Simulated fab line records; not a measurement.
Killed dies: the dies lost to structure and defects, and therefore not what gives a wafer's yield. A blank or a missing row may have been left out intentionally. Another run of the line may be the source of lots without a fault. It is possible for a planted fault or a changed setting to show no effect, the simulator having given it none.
One fault through the eyes of 2 desks    flow n5_finfet    each desk holds nothing but its own numbers, with what lay behind them at the end

## TOOL OWNER'S DESK, rie_diel-06
The tool's own readings at N5_BEOL_M11_ETCH_62 (etches SOC in N2/H2, target depth 110 nm, overetch 22 nm, time 165 s): means of the sampled wafers that have a number, for each lot that ran on this tool. Marked OUT: a lot whose mean sits more than 4 standard deviations from the usual mean, which makes it out of limits; the brackets give that distance.
Columns: A = chamber_pressure_mTorr at N5_BEOL_M11_ETCH_62, usual 30.00 mTorr; B = drypump_motor_current_A at N5_BEOL_M11_ETCH_62, usual 5.5 A; C = oes_product_au at N5_BEOL_M11_ETCH_62, usual 0.67 a.u.; D = rf_vpp_V at N5_BEOL_M11_ETCH_62, usual 523.7 V; E = showerhead_plenum_p_Torr at N5_BEOL_M11_ETCH_62, usual 2.54 Torr; F = throttle_valve_pct at N5_BEOL_M11_ETCH_62, usual 17.89 %
lot   first seen here  A      B    C     D      E     F
L936  day 11 03:14     30.00  5.3  0.71  526.1  2.63  17.81
L951  day 15 12:12     30.00  5.7  0.63  523.2  2.55  18.04
L953  day 15 19:12     30.00  5.6  0.64  525.5  2.63  17.94
Finding of this desk: none of the 3 lots has anything out of limits.

## THE DEFECT DESK
For each lot, the counts of the inspections along the route, averaged over the sampled wafers that have a number. Marked OUT: a lot whose mean sits more than 4 standard deviations from the usual mean, which makes it out of limits; the brackets give that distance.
Columns: A = raw_defect_count at N5_BEOL_M11_INSPECT_30, usual 398
lot   first seen here  A
L936  day 11 05:29     512
L951  day 15 13:20     787 (+4.4) OUT
L953  day 15 20:13     810 (+4.6) OUT
L955  day 16 14:05     412
This desk finds L951, L953 out of limits, L951 being first, at day 15 13:20 (raw_defect_count at N5_BEOL_M11_INSPECT_30). L936, L955 stayed within limits.

## TAKEN TOGETHER
The defect desk could have raised an alarm at day 15 13:20, on L951, L953.
The tool owner's desk saw nothing out of limits.
Tool owner's desk: L951, L953 on record, inside its limits.
Of the lots named, all ran N5_BEOL_M11_ETCH_62 on rie_diel-06.

## WHAT THE SIMULATOR HAD PUT IN
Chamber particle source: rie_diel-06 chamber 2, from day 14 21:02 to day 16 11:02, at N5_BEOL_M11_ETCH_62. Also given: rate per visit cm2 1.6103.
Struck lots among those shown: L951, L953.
Hours from the fault's start to each desk's first reading out of limits: the defect desk, 16.
